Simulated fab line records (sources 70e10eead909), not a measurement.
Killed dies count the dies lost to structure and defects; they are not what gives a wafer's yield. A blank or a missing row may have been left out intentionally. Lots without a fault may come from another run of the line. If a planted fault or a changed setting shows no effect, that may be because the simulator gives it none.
fab line records	flow nand_harc
record: lots: 7	wafers: 21	last_day: 33
route steps=1302 shown A_CHANNEL_HOLE_D2@584
lots that met no fault: from a run of the same line without faults
start_h: hours from the record's first day to the start of the lot's first wafer shown	wait_h: hours since the lot's step before	" same as the row above	L1.1+2: a single row standing in for several wafers	- no value, or no start given	* or withheld: withheld	< > ~ a bound
route shown NAME@n: names a module that has steps shown in the file, with the first one's number in the route	usual: mean/standard deviation of fault-free wafers	same: alike in all rows	chamber/n: place in a boat	sites: the reading at each site	_std_site: the standard deviation of these	_edge_site: the outer-site mean with the inner-site mean subtracted	radius_mm: for every site, how far away it sits from the centre of the wafer	mask NAME#n: copy n	behind: tool/chamber where the wafer was last shaped	hold: why the lot went on hold/how many hours it stayed there/how the hold came to an end	device: the transistor (n, p or np) that didn't switch	end of line: the tests these same wafers got at the end of their route	a step given without rows: its recipe and nothing more	killed: dies lost to structure and defects at the first sort, not the wafer's yield	map: a wafer's dies, marking killed ones x, the rest . and places with no die _
set.NAME: the setting as run; set.NAME@STEP: as run at that earlier step	model.NAME: the simulator's own value behind a step, which no gauge read
certain route steps with their lots: each step a table, each wafer a row
services: a tool's chamber out of use, with start hour (start_h, from the record's first day; less than 0 if before it), hours out, and reason
== steps ==
step: NHARC_A_CHANNEL_HOLE_D2_INSPECT_12
usual: raw_defect_count: 27/22
lot.wafer	tool	chamber	start_h	wait_h	raw_defect_count
L285.1	defect_inspect-02	-	296.87	0.0	5
L285.3	"	-	"	"	8
L285.6	"	-	"	"	6
L296.1	defect_inspect-02	-	407.31	0.0	46
L296.3	"	-	"	"	47
L296.5	"	-	"	"	57
L297.2	defect_inspect-01	-	424.78	0.0	55
L297.3	"	-	"	"	48
L297.6	"	-	"	"	61
L299.3	defect_inspect-02	-	450.28	0.0	56
L299.5	"	-	"	"	52
L299.6	"	-	"	"	62
L303.2	defect_inspect-01	-	472.01	0.0	58
L303.3	"	-	"	"	57
L303.5	"	-	"	"	46
L305.2	defect_inspect-02	-	509.34	0.0	2
L305.4	"	-	"	"	7
L305.5	"	-	"	"	6
L306.1	defect_inspect-02	-	523.49	0.0	6
L306.3	"	-	"	"	5
L306.4	"	-	"	"	5
step: NHARC_A_CHANNEL_HOLE_D2_DESCUM_15
recipe: time_s: 3	o2_flow_sccm: 200	ar_flow_sccm: 0	bias_power_w: 0	chemistry: O2
step: NHARC_A_CHANNEL_HOLE_D2_ETCH_38
recipe: target_depth_a: 390	over_etch_frac: 0.3	time_s: 65	ion_energy_ev: 80	cf4_flow_sccm: 150	ar_flow_sccm: 0	rf_w: 300	bias_w: 100	chemistry: CF4
step: NHARC_A_CHANNEL_HOLE_D2_ETCH_39
recipe: target_depth_a: 2600	over_etch_frac: 0.3	time_s: 325	ion_energy_ev: 200	n2_flow_sccm: 150	h2_flow_sccm: 150	ar_flow_sccm: 0	rf_w: 400	bias_w: 150	chemistry: N2/H2
step: NHARC_A_CHANNEL_HOLE_D2_ETCH_34
recipe: target_depth_a: 1540	time_s: 77	cf4_flow_sccm: 100	chf3_flow_sccm: 30	ar_flow_sccm: 0	rf_w: 500	bias_w: 200	chemistry: CF4/CHF3
step: NHARC_A_CHANNEL_HOLE_D2_ETCH_16
recipe: target_depth_a: 31000	over_etch_frac: 0.3	time_s: 806	ion_energy_ev: 150	o2_flow_sccm: 400	cos_flow_sccm: 20	ar_flow_sccm: 0	rf_w: 500	bias_w: 300	chemistry: O2/COS
step: NHARC_A_CHANNEL_HOLE_D2_CD_MEAS_18
usual: cd_nm: 98.2/2.1
lot.wafer	tool	chamber	start_h	wait_h	cd_nm
L285.1	cd_sem-01	-	298.04	-	99.2
L285.3	"	-	"	"	98.7
L285.6	"	-	"	"	100.1
L296.1	cd_sem-02	-	408.48	-	97.6
L296.3	"	-	"	"	102.7
L296.5	"	-	"	"	98.6
L297.2	cd_sem-01	-	426.38	-	101.6
L297.3	"	-	"	"	100.3
L297.6	"	-	"	"	100.6
L299.3	cd_sem-01	-	451.45	-	97.7
L299.5	"	-	"	"	98.8
L299.6	"	-	"	"	97.9
L303.2	cd_sem-02	-	473.18	-	100.3
L303.3	"	-	"	"	99.4
L303.5	"	-	"	"	96.6
L305.2	cd_sem-03	-	510.51	-	95.9
L305.4	"	-	"	"	97.7
L305.5	"	-	"	"	94.7
L306.1	cd_sem-03	-	524.66	-	96.5
L306.3	"	-	"	"	99.0
L306.4	"	-	"	"	101.8
step: NHARC_A_CHANNEL_HOLE_D2_ETCH_19
recipe: bias_v: 1200	source_w: 2500	pressure_mtorr: 15	time_s: 34.5	ar_flow_sccm: 375	c4f8_flow_sccm: 28.8	o2_flow_sccm: 96.2	temp_c: -20	target_depth_a: *	chemistry: C4F8/O2/Ar
step: NHARC_A_CHANNEL_HOLE_D2_ETCH_20
recipe: bias_v: 3000	source_w: withheld	pressure_mtorr: 20	time_s: 361.9	ar_flow_sccm: 375	c4f8_flow_sccm: 89.3	o2_flow_sccm: 35.7	temp_c: -20	target_depth_a: 16000	chemistry: C4F8/O2/Ar
usual: c4f8_flow_sccm: 89.30/0.27	chamber_pressure_mTorr: 19.999/0.019	drypump_motor_current_A: 6.0/0.65	showerhead_plenum_p_Torr: 3.67/0.13	throttle_valve_pct: 32.155/0.0088
same: time_s: 361.9
lot.wafer	tool	chamber	start_h	wait_h	c4f8_flow_sccm	chamber_pressure_mTorr	drypump_motor_current_A	rf_hours_counter_h	showerhead_plenum_p_Torr	throttle_valve_pct
L285.1	har_etch-01	0	298.28	0.1	89.41	20.022	6.3	145	3.70	32.159
L285.3	"	0	"	"	89.77	20.016	6.3	-	3.70	32.150
L285.6	"	0	"	"	89.39	20.009	6.3	-	3.70	32.155
L296.1	har_etch-02	0	411.11	0.1	89.34	20.008	6.4	12	3.62	32.146
L296.3	"	0	"	"	89.39	19.999	6.4	-	3.62	32.164
L296.5	"	0	"	"	89.29	19.974	6.4	-	3.62	32.172
L297.2	har_etch-02	1	426.62	0.1	89.49	20.015	6.4	23	3.92	32.146
L297.3	"	0	"	"	89.55	20.022	6.4	-	3.61	32.162
L297.6	"	0	"	"	89.55	19.986	6.4	-	3.61	32.153
L299.3	har_etch-02	0	452.28	0.2	89.46	20.013	6.4	-	3.61	32.151
L299.5	"	0	"	"	89.74	19.982	6.4	-	3.61	32.152
L299.6	"	1	"	"	89.40	19.982	6.4	-	3.91	32.150
L303.2	har_etch-01	0	474.86	0.1	89.22	20.033	6.3	251	3.65	32.143
L303.3	"	0	"	"	88.92	19.977	6.3	-	3.65	32.144
L303.5	"	1	"	"	89.54	19.975	4.9	-	3.61	32.143
L305.2	har_etch-01	1	514.93	0.1	89.16	20.003	4.8	270	3.60	32.157
L305.4	"	1	"	"	89.66	19.985	4.9	-	3.60	32.168
L305.5	"	0	"	"	89.34	19.995	6.3	-	3.63	32.149
L306.1	har_etch-02	0	524.90	0.1	89.20	19.983	6.4	81	3.58	32.142
L306.4	"	1	"	"	89.29	20.004	6.4	-	3.89	32.156
L306.3	"	0	"	"	89.58	19.976	6.4	-	3.58	32.146
step: NHARC_A_CHANNEL_HOLE_D2_ETCH_21
recipe: bias_v: 3000	source_w: withheld	pressure_mtorr: 20	time_s: 514.3	ar_flow_sccm: 375	c4f8_flow_sccm: 89.3	o2_flow_sccm: 35.7	temp_c: -20	target_depth_a: 16000	chemistry: C4F8/O2/Ar
usual: c4f8_flow_sccm: 89.31/0.27	chamber_pressure_mTorr: 19.999/0.018	drypump_motor_current_A: 6.0/0.65	showerhead_plenum_p_Torr: 3.67/0.13	throttle_valve_pct: 32.156/0.0097
same: time_s: 514.3
lot.wafer	tool	chamber	start_h	wait_h	c4f8_flow_sccm	chamber_pressure_mTorr	drypump_motor_current_A	rf_hours_counter_h	showerhead_plenum_p_Torr	throttle_valve_pct
L285.1	har_etch-01	0	298.62	0.3	89.26	20.008	6.3	145	3.70	32.145
L285.3	"	0	"	"	89.27	20.023	6.3	-	3.70	32.164
L285.6	"	0	"	"	89.28	20.016	6.3	-	3.70	32.170
L296.1	har_etch-02	0	411.42	0.3	89.61	19.998	6.4	12	3.62	32.154
L296.3	"	0	"	"	89.11	20.029	6.4	-	3.62	32.168
L296.5	"	0	"	"	89.36	19.991	6.4	-	3.62	32.168
L297.2	har_etch-02	1	426.95	0.3	89.81	20.031	6.4	24	3.92	32.148
L297.3	"	0	"	"	89.09	20.001	6.4	-	3.61	32.154
L297.6	"	0	"	"	89.14	19.957	6.4	-	3.61	32.146
L299.3	har_etch-02	0	452.64	0.3	89.30	19.985	6.4	-	3.61	32.145
L299.5	"	0	"	"	89.19	20.000	6.4	-	3.61	32.154
L299.6	"	1	"	"	89.57	20.011	6.4	-	3.91	32.172
L303.2	har_etch-01	0	475.20	0.3	89.08	20.014	6.3	252	3.64	32.164
L303.3	"	0	"	"	89.15	19.993	6.3	-	3.65	32.162
L303.5	"	1	"	"	89.17	19.974	4.9	-	3.61	32.151
L305.2	har_etch-01	1	515.27	0.3	89.29	19.982	4.8	271	3.60	32.160
L305.4	"	1	"	"	89.45	20.013	4.8	-	3.60	32.172
L305.5	"	0	"	"	88.57	19.967	6.3	-	3.64	32.149
L306.1	har_etch-02	0	525.23	0.3	89.06	20.012	6.4	81	3.58	32.149
L306.4	"	1	"	"	89.40	20.012	6.4	-	3.89	32.169
L306.3	"	0	"	"	89.17	20.008	6.4	-	3.58	32.142
step: NHARC_A_CHANNEL_HOLE_D2_ETCH_22
recipe: bias_v: 3000	source_w: withheld	pressure_mtorr: 20	time_s: 666.7	ar_flow_sccm: 375	c4f8_flow_sccm: 89.3	o2_flow_sccm: 35.7	temp_c: -20	target_depth_a: 16000	chemistry: C4F8/O2/Ar
usual: c4f8_flow_sccm: 89.30/0.28	chamber_pressure_mTorr: 19.999/0.017	drypump_motor_current_A: 6.0/0.65	showerhead_plenum_p_Torr: 3.67/0.13	throttle_valve_pct: 32.154/0.0087
same: time_s: 666.7
lot.wafer	tool	chamber	start_h	wait_h	c4f8_flow_sccm	chamber_pressure_mTorr	drypump_motor_current_A	rf_hours_counter_h	showerhead_plenum_p_Torr	throttle_valve_pct
L285.1	har_etch-01	0	299.08	0.4	89.31	19.972	6.3	145	3.70	32.153
L285.3	"	0	"	"	89.22	19.992	6.3	-	3.70	32.170
L285.6	"	0	"	"	89.48	20.008	6.3	-	3.70	32.154
L296.1	har_etch-02	0	411.86	0.4	89.35	20.009	6.4	13	3.62	32.150
L296.3	"	0	"	"	89.37	20.004	6.4	-	3.62	32.142
L296.5	"	0	"	"	89.59	20.019	6.4	-	3.62	32.159
L297.2	har_etch-02	1	427.41	0.4	89.29	20.016	6.3	24	3.92	32.149
L297.3	"	0	"	"	89.08	19.965	6.4	-	3.61	32.154
L297.6	"	0	"	"	89.00	19.978	6.4	-	3.61	32.159
L299.3	har_etch-02	0	453.12	0.4	89.42	19.976	6.4	-	3.61	32.154
L299.5	"	0	"	"	89.00	20.012	6.4	-	3.61	32.158
L299.6	"	1	"	"	89.71	19.974	6.3	-	3.91	32.152
L303.2	har_etch-01	0	475.65	0.4	88.99	19.997	6.3	252	3.64	32.154
L303.3	"	0	"	"	89.14	19.978	6.3	-	3.65	32.148
L303.5	"	1	"	"	89.78	20.012	4.8	-	3.61	32.155
L305.2	har_etch-01	1	515.73	0.4	89.04	19.985	4.8	271	3.60	32.158
L305.4	"	1	"	"	88.87	19.994	4.9	-	3.60	32.148
L305.5	"	0	"	"	89.33	19.981	6.3	-	3.63	32.150
L306.1	har_etch-02	0	525.69	0.4	88.89	20.015	6.4	81	3.58	32.155
L306.4	"	1	"	"	88.98	20.024	6.4	-	3.89	32.170
L306.3	"	0	"	"	88.87	19.985	6.4	-	3.58	32.157
step: NHARC_A_CHANNEL_HOLE_D2_ETCH_23
recipe: bias_v: 5000	source_w: withheld	pressure_mtorr: 20	time_s: 819	ar_flow_sccm: 375	c4f8_flow_sccm: 89.3	o2_flow_sccm: 35.7	temp_c: -20	target_depth_a: 16000	chemistry: C4F8/O2/Ar
usual: c4f8_flow_sccm: 89.25/0.26	chamber_pressure_mTorr: 20.003/0.015	drypump_motor_current_A: 6.0/0.65	showerhead_plenum_p_Torr: 3.67/0.13	throttle_valve_pct: 32.154/0.0078
same: time_s: 819
lot.wafer	tool	chamber	start_h	wait_h	c4f8_flow_sccm	chamber_pressure_mTorr	drypump_motor_current_A	rf_hours_counter_h	showerhead_plenum_p_Torr	throttle_valve_pct
L285.1	har_etch-01	0	299.68	0.5	89.38	19.995	6.3	146	3.70	32.156
L285.3	"	0	"	"	89.23	20.005	6.3	-	3.70	32.162
L285.6	"	0	"	"	89.16	20.011	6.3	-	3.70	32.158
L296.1	har_etch-02	0	412.43	0.5	89.98	20.014	6.4	13	3.62	32.168
L296.3	"	0	"	"	89.86	20.021	6.4	-	3.62	32.163
L296.5	"	0	"	"	89.76	19.995	6.4	-	3.62	32.160
L297.2	har_etch-02	1	428.00	0.5	89.32	20.032	6.4	25	3.92	32.146
L297.3	"	0	"	"	89.08	20.028	6.4	-	3.61	32.162
L297.6	"	0	"	"	89.15	19.974	6.4	-	3.61	32.168
L299.3	har_etch-02	0	453.72	0.5	89.85	20.002	6.4	-	3.61	32.158
L299.5	"	0	"	"	89.50	20.014	6.5	-	3.61	32.151
L299.6	"	1	"	"	89.63	20.011	6.4	-	3.91	32.156
L303.2	har_etch-01	0	476.24	0.5	89.41	20.039	6.3	253	3.64	32.164
L303.3	"	0	"	"	89.45	20.005	6.3	-	3.64	32.163
L303.5	"	1	"	"	89.35	20.000	4.8	-	3.61	32.150
L305.2	har_etch-01	1	516.33	0.5	89.44	19.994	4.8	272	3.60	32.139
L305.4	"	1	"	"	89.50	19.998	4.9	-	3.60	32.140
L305.5	"	0	"	"	89.21	20.027	6.3	-	3.63	32.162
L306.1	har_etch-02	0	526.27	0.5	89.12	20.021	6.4	82	3.58	32.160
L306.4	"	1	"	"	89.06	19.992	6.4	-	3.89	32.159
L306.3	"	0	"	"	89.08	20.006	6.4	-	3.58	32.153
step: NHARC_A_CHANNEL_HOLE_D2_ETCH_24
recipe: bias_v: 5000	source_w: withheld	pressure_mtorr: 20	time_s: 906.2	ar_flow_sccm: 375	c4f8_flow_sccm: 93.8	o2_flow_sccm: 31.2	temp_c: -20	target_depth_a: 15000	chemistry: C4F8/O2/Ar
usual: c4f8_flow_sccm: 93.80/0.28	chamber_pressure_mTorr: 19.997/0.019	drypump_motor_current_A: 6.0/0.64	showerhead_plenum_p_Torr: 3.67/0.13	throttle_valve_pct: 32.233/0.0092	time_s: 906.2/0
lot.wafer	tool	chamber	start_h	wait_h	c4f8_flow_sccm	chamber_pressure_mTorr	drypump_motor_current_A	rf_hours_counter_h	showerhead_plenum_p_Torr	throttle_valve_pct	time_s
L285.1	har_etch-01	0	300.39	0.6	93.32	19.990	6.3	147	3.70	32.229	906.2
L285.3	"	0	"	"	93.45	19.990	6.3	-	3.70	32.232	906.2
L285.6	"	0	"	"	92.99	20.006	6.3	-	3.70	32.228	906.2
L296.1	har_etch-02	0	413.12	0.6	-	-	-	-	-	-	-
L296.3	"	0	"	"	-	-	-	-	-	-	-
L296.5	"	0	"	"	-	-	-	-	-	-	-
L297.2	har_etch-02	1	428.71	0.6	-	-	-	-	-	-	-
L297.3	"	0	"	"	-	-	-	-	-	-	-
L297.6	"	0	"	"	-	-	-	-	-	-	-
L299.3	har_etch-02	0	454.43	0.6	-	-	-	-	-	-	-
L299.5	"	0	"	"	-	-	-	-	-	-	-
L299.6	"	1	"	"	-	-	-	-	-	-	-
L303.2	har_etch-01	0	476.95	0.6	93.84	19.966	6.3	253	3.64	32.218	906.2
L303.3	"	0	"	"	93.80	20.000	6.3	-	3.64	32.233	906.2
L303.5	"	1	"	"	93.94	19.975	4.9	-	3.61	32.220	906.2
L305.2	har_etch-01	1	517.04	0.6	94.31	20.016	4.8	272	3.60	32.224	906.2
L305.4	"	1	"	"	94.06	20.006	4.9	-	3.60	32.226	906.2
L305.5	"	0	"	"	94.05	19.966	6.3	-	3.63	32.241	906.2
L306.1	har_etch-02	0	526.97	0.6	93.42	20.002	6.4	83	3.58	32.233	906.2
L306.4	"	1	"	"	94.06	19.986	6.4	-	3.88	32.221	906.2
L306.3	"	0	"	"	93.95	19.991	6.4	-	3.58	32.248	906.2
step: NHARC_A_CHANNEL_HOLE_D2_ETCH_25
recipe: bias_v: 5000	source_w: withheld	pressure_mtorr: 20	time_s: 1040.2	ar_flow_sccm: 375	c4f8_flow_sccm: 93.8	o2_flow_sccm: 31.2	temp_c: -20	target_depth_a: 15000	chemistry: C4F8/O2/Ar
step: NHARC_A_CHANNEL_HOLE_D2_ETCH_26
recipe: bias_v: 300	source_w: 2000	pressure_mtorr: 30	time_s: 224.1	ar_flow_sccm: 375	c4f8_flow_sccm: 11.4	o2_flow_sccm: 113.6	temp_c: -20	target_depth_a: 3000	chemistry: C4F8/O2/Ar
usual: bias_v: 300.0/2.6	c4f8_flow_sccm: 11.39/0.033	drypump_motor_current_A: 6.0/0.64	showerhead_plenum_p_Torr: 3.72/0.14	throttle_valve_pct: 24.585/0.0093
same: time_s: 224.1
lot.wafer	tool	chamber	start_h	wait_h	bias_v	c4f8_flow_sccm	drypump_motor_current_A	rf_hours_counter_h	showerhead_plenum_p_Torr	throttle_valve_pct
L285.1	har_etch-01	0	301.97	0.6	303.6	11.39	6.3	148	3.75	24.600
L285.3	"	0	"	"	301.6	11.40	6.3	-	3.75	24.579
L285.6	"	0	"	"	301.5	11.39	6.3	-	3.75	24.593
L296.1	har_etch-02	0	414.76	0.7	296.0	11.37	6.4	15	3.66	24.587
L296.3	"	0	"	"	297.1	11.38	6.4	-	3.66	24.588
L296.5	"	0	"	"	294.3	11.42	6.4	-	3.66	24.593
L297.2	har_etch-02	1	430.27	0.6	302.3	11.41	6.4	27	3.98	24.590
L297.3	"	0	"	"	297.7	11.46	6.4	-	3.65	24.573
L297.6	"	0	"	"	303.5	11.41	6.4	-	3.65	24.584
L299.3	har_etch-02	0	455.88	0.5	300.4	11.47	6.4	-	3.65	24.592
L299.5	"	0	"	"	302.4	11.41	6.4	-	3.65	24.591
L299.6	"	1	"	"	298.2	11.41	6.4	-	3.97	24.593
L303.2	har_etch-01	0	478.51	0.6	294.0	11.34	6.3	255	3.69	24.587
L303.3	"	0	"	"	296.0	11.42	6.3	-	3.69	24.600
L303.5	"	1	"	"	304.9	11.36	4.8	-	3.65	24.588
L305.2	har_etch-01	1	518.59	0.6	297.5	11.44	4.8	274	3.64	24.570
L305.4	"	1	"	"	301.7	11.44	4.8	-	3.64	24.584
L305.5	"	0	"	"	297.8	11.37	6.3	-	3.68	24.582
L306.1	har_etch-02	0	528.52	0.6	302.1	11.35	6.4	84	3.62	24.593
L306.4	"	1	"	"	300.6	11.36	6.3	-	3.94	24.590
L306.3	"	0	"	"	306.4	11.39	6.4	-	3.62	24.592
step: NHARC_A_CHANNEL_HOLE_D2_ETCH_27
recipe: bias_v: 400	source_w: 2000	pressure_mtorr: 25	time_s: 90	ar_flow_sccm: 375	c4f8_flow_sccm: 41.7	o2_flow_sccm: 83.3	temp_c: -20	target_depth_a: 4000	chemistry: C4F8/O2/Ar
step: NHARC_A_CHANNEL_HOLE_D2_STRIP_41
recipe: n2_flow_sccm: 150	h2_flow_sccm: 150	ar_flow_sccm: 0	bias_w: 0	chemistry: N2/H2
step: NHARC_A_CHANNEL_HOLE_D2_STRIP_42
recipe: cf4_flow_sccm: 100	chf3_flow_sccm: 30	ar_flow_sccm: 0	bias_w: 0	chemistry: CF4/CHF3
step: NHARC_A_CHANNEL_HOLE_D2_STRIP_43
recipe: o2_flow_sccm: 400	cos_flow_sccm: 20	ar_flow_sccm: 0	bias_w: 0	chemistry: O2/COS
step: NHARC_A_CHANNEL_HOLE_D2_ETCH_44
recipe: target_depth_a: 1400	overetch_a: 140	time_s: 77	ion_energy_ev: 100	cf4_flow_sccm: 80	o2_flow_sccm: 20	ar_flow_sccm: 0	rf_w: 300	bias_w: 100	chemistry: CF4/O2
usual: bias_w: 99.96/0.28	cf4_flow_sccm: 80.02/0.22	drypump_motor_current_A: 5.9/0.44	oes_product_au: 0.997/0.01	rf_vpp_V: 198.0/1.3	showerhead_plenum_p_Torr: 1.34/0.048	throttle_valve_pct: 13.397/0.0097
same: time_s: 77
lot.wafer	tool	chamber	start_h	wait_h	bias_w	cf4_flow_sccm	drypump_motor_current_A	oes_product_au	rf_hours_counter_h	rf_vpp_V	showerhead_plenum_p_Torr	throttle_valve_pct	model.A_CHANNEL_HOLE_D2.cd_nm
L285.3	rie_diel-03	1	302.91	0.1	100.33	79.79	5.7	0.979	0	196.5	1.29	13.397	88.31
L285.1	"	0	"	"	100.10	80.08	5.8	0.978	0	196.9	1.29	13.408	87.04
L285.6	"	1	"	"	100.03	80.02	5.7	0.983	-	197.0	1.29	13.387	88.6
L296.1	rie_diel-03	2	415.70	0.0	100.24	80.51	6.2	0.992	6	196.8	1.27	13.385	97.58
L296.3	"	3	"	"	100.17	79.86	5.7	1.013	8	198.4	1.34	13.387	102.5
L296.5	"	3	"	"	99.66	79.97	5.7	0.992	-	197.6	1.34	13.387	98.72
L297.2	rie_diel-03	1	431.19	0.1	99.86	79.87	5.7	1.004	7	197.1	1.29	13.380	101.5
L297.3	"	3	"	"	99.74	79.90	5.7	0.996	9	197.0	1.34	13.394	100.1
L297.6	"	1	"	"	99.98	79.77	5.7	0.993	-	198.1	1.29	13.404	100.1
L299.3	rie_diel-07	2	456.78	0.1	100.58	80.03	5.0	0.996	8	200.8	1.41	13.396	97.92
L299.5	"	3	"	"	100.03	80.28	5.5	0.997	-	198.7	1.36	13.417	98.75
L299.6	"	0	"	"	99.81	79.89	6.7	1.000	-	198.7	1.40	13.412	97.5
L303.2	rie_diel-09	1	479.43	0.1	100.30	80.28	5.3	1.002	10	196.4	1.31	13.385	92.77
L303.3	"	2	"	"	99.94	79.92	6.1	0.992	9	198.6	1.37	13.422	89.66
L303.5	"	0	"	"	100.01	80.00	5.9	1.000	-	199.1	1.40	13.380	89.45
L305.2	rie_diel-09	2	519.50	0.1	99.71	80.07	6.1	0.999	1	197.7	1.36	13.394	89.79
L305.4	"	1	"	"	100.41	80.16	5.3	1.001	1	197.8	1.31	13.398	89.93
L305.5	"	3	"	"	100.27	80.14	5.9	1.012	-	198.2	1.32	13.387	89.88
L306.1	rie_diel-09	0	529.44	0.0	100.30	79.69	5.9	1.012	1	199.8	1.40	13.400	87.92
L306.4	"	1	"	"	99.70	80.26	5.3	1.002	2	197.0	1.31	13.393	90.32
L306.3	"	3	"	"	99.52	80.22	5.8	1.025	2	198.6	1.32	13.397	89.47
step: NHARC_A_CHANNEL_HOLE_D2_STRIP_28
recipe: o2_flow_sccm: 500	ar_flow_sccm: 0	bias_w: 0	chemistry: O2
step: NHARC_A_CHANNEL_HOLE_D2_PRECLEAN_29
recipe: time_s: *	temp_c: 50	bath_age_min: 0	chemistry: SC1
step: NHARC_A_CHANNEL_HOLE_D2_SRD_30
step: NHARC_A_CHANNEL_HOLE_D2_CD_MEAS_31
usual: cd_nm: 89.7/1.3
lot.wafer	tool	chamber	start_h	wait_h	cd_nm
L285.1	cd_sem-02	-	303.83	-	86.3
L285.3	"	-	"	"	88.2
L285.6	"	-	"	"	88.2
L296.1	cd_sem-01	-	416.50	-	-0.3
L296.3	"	-	"	"	0.5
L296.5	"	-	"	"	0.6
L297.2	cd_sem-02	-	432.01	0.1	0.7
L297.3	"	-	"	"	0.6
L297.6	"	-	"	"	-0.7
L299.3	cd_sem-02	-	457.56	-	0.2
L299.5	"	-	"	"	0.0
L299.6	"	-	"	"	1.0
L303.2	cd_sem-02	-	480.21	-	92.3
L303.3	"	-	"	"	90.0
L303.5	"	-	"	"	89.5
L305.2	cd_sem-01	-	520.30	-	90.0
L305.4	"	-	"	"	89.8
L305.5	"	-	"	"	89.0
L306.1	cd_sem-03	-	530.24	-	88.0
L306.3	"	-	"	"	89.7
L306.4	"	-	"	"	90.1
step: NHARC_A_CHANNEL_HOLE_D2_XSEM_32
recipe: landing_energy_ev: 35000
usual: bot_cd_nm: 74.3/1.4	bow_nm: 8.59/0.3	tilt_deg: 0.06/0.039
lot.wafer	tool	chamber	start_h	wait_h	bot_cd_nm	bow_nm	tilt_deg
L285.1	xsem-02	0	303.92	0.1	71.1	8.91	0.03
L285.3	"	0	"	"	73.5	8.87	0.03
L285.6	"	0	"	"	73.0	8.86	0.04
L296.1	xsem-02	0	416.59	0.1	0.5	0.13	0.02
L296.3	"	0	"	"	1.0	0.13	0.02
L296.5	"	0	"	"	1.6	0.13	0.02
L297.2	xsem-01	0	432.10	0.1	0.2	0.56	0.09
L297.3	"	0	"	"	0.3	0.56	0.09
L297.6	"	0	"	"	0.0	0.56	0.09
L299.3	xsem-02	0	457.65	0.1	1.1	0.00	0.04
L299.5	"	0	"	"	1.2	0.00	0.04
L299.6	"	0	"	"	2.0	0.00	0.04
L303.2	xsem-01	0	480.30	0.1	76.3	8.16	0.16
L303.3	"	0	"	"	74.1	8.18	0.16
L303.5	"	0	"	"	73.8	8.19	0.16
L305.2	xsem-01	0	520.38	0.1	73.2	8.47	0.05
L305.4	"	0	"	"	73.4	8.64	0.05
L305.5	"	0	"	"	73.0	8.53	0.05
L306.1	xsem-01	0	530.33	0.1	73.2	8.55	0.05
L306.3	"	0	"	"	74.7	8.44	0.05
L306.4	"	0	"	"	75.1	8.47	0.05
step: NHARC_A_CHANNEL_HOLE_D2_INSPECT_40
usual: raw_defect_count: 292/83
lot.wafer	tool	chamber	start_h	wait_h	raw_defect_count
L285.1	defect_inspect-01	-	304.02	-	174
L285.3	"	-	"	"	229
L285.6	"	-	"	"	277
L296.1	defect_inspect-02	-	416.69	-	463
L296.3	"	-	"	"	343
L296.5	"	-	"	"	288
L297.2	defect_inspect-02	-	432.19	-	310
L297.3	"	-	"	"	263
L297.6	"	-	"	"	451
L299.3	defect_inspect-02	-	457.74	-	252
L299.5	"	-	"	"	386
L299.6	"	-	"	"	307
L303.2	defect_inspect-01	-	480.39	-	237
L303.3	"	-	"	"	426
L303.5	"	-	"	"	179
L305.2	defect_inspect-02	-	520.48	-	435
L305.4	"	-	"	"	279
L305.5	"	-	"	"	336
L306.1	defect_inspect-01	-	530.43	-	204
L306.3	"	-	"	"	194
L306.4	"	-	"	"	186
== services ==
tool	chamber	start_h	hours	kind
rie_diel-09	0	274.60	-	clean
rie_diel-03	-	281.30	9.0	pm
rie_diel-07	-	294.20	9.0	pm
rie_diel-07	0	304.44	9.0	repair
rie_diel-09	-	320.10	9.0	pm
rie_diel-03	2	333.34	7.8	repair
rie_diel-07	2	339.38	4.8	repair
rie_diel-07	1	341.13	14.0	repair
rie_diel-09	0	347.62	5.8	repair
rie_diel-03	2	371.91	2.6	repair
xsem-01	-	374.00	14.0	pm
rie_diel-07	3	375.34	13.3	repair
har_etch-02	-	377.00	17.0	pm
har_etch-02	0	377.00	17.0	vent_cycle
har_etch-02	1	377.00	17.0	vent_cycle
rie_diel-09	0	383.05	4.4	repair
har_etch-02	0	394.00	-	clean
har_etch-02	0	394.00	-	consumable_replace:focus_ring
har_etch-02	1	394.00	-	clean
har_etch-02	1	394.00	-	consumable_replace:focus_ring
har_etch-02	1	394.00	-	consumable_replace:showerhead
rie_diel-03	-	458.30	9.0	pm
rie_diel-07	-	471.20	9.0	pm
rie_diel-09	-	497.10	9.0	pm
== key ==
first_sign: step: NHARC_A_CHANNEL_HOLE_D2_ETCH_24	reading: tool_record	direction: missing
effect: step: NHARC_A_CHANNEL_HOLE_D2_CD_MEAS_31	reading: cd_nm	direction: down	sigmas: 67	usual: 89.7	struck: 0.3
effect: step: NHARC_A_CHANNEL_HOLE_D2_XSEM_32	reading: bot_cd_nm	direction: down	sigmas: 53	usual: 74.3	struck: 0.9
model_effect: step: NHARC_A_CHANNEL_HOLE_D2_ETCH_44	value: A_CHANNEL_HOLE_D2.cd_nm	without: 89.96	struck: 99.43
met_at NHARC_A_CHANNEL_HOLE_D2_ETCH_24
struck_wafers L296.1,L296.3,L296.5,L297.2,L297.3,L297.6,L299.3,L299.5,L299.6
later_rows_left_out L296.1,L296.3,L296.5,L297.2,L297.3,L297.6,L299.3,L299.5,L299.6
sort_left_out L296.1,L296.3,L296.5,L297.2,L297.3,L297.6,L299.3,L299.5,L299.6
tester_left_out L296,L297,L299
fault: kind: skipped_step_whole	tool: har_etch-02	chamber: -	onset_h: 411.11	steps: NHARC_A_CHANNEL_HOLE_D2_ETCH_24	scope: struck_lots_only
tester_left_out: of these lots the tester's yield and bins aren't shown, on N5 and GAA mostly nor the transistor test; their killed dies are dies lost to structure and defects alone, not to doping, threshold or leakage, so they don't give the yield
sort_left_out: the simulated sort isn't trusted on such a fault, so these wafers' sort isn't shown, and their yield isn't known
later_rows_left_out: the simulator's readings of these wafers behind a module that went badly wrong aren't trusted and aren't shown, but for the sort
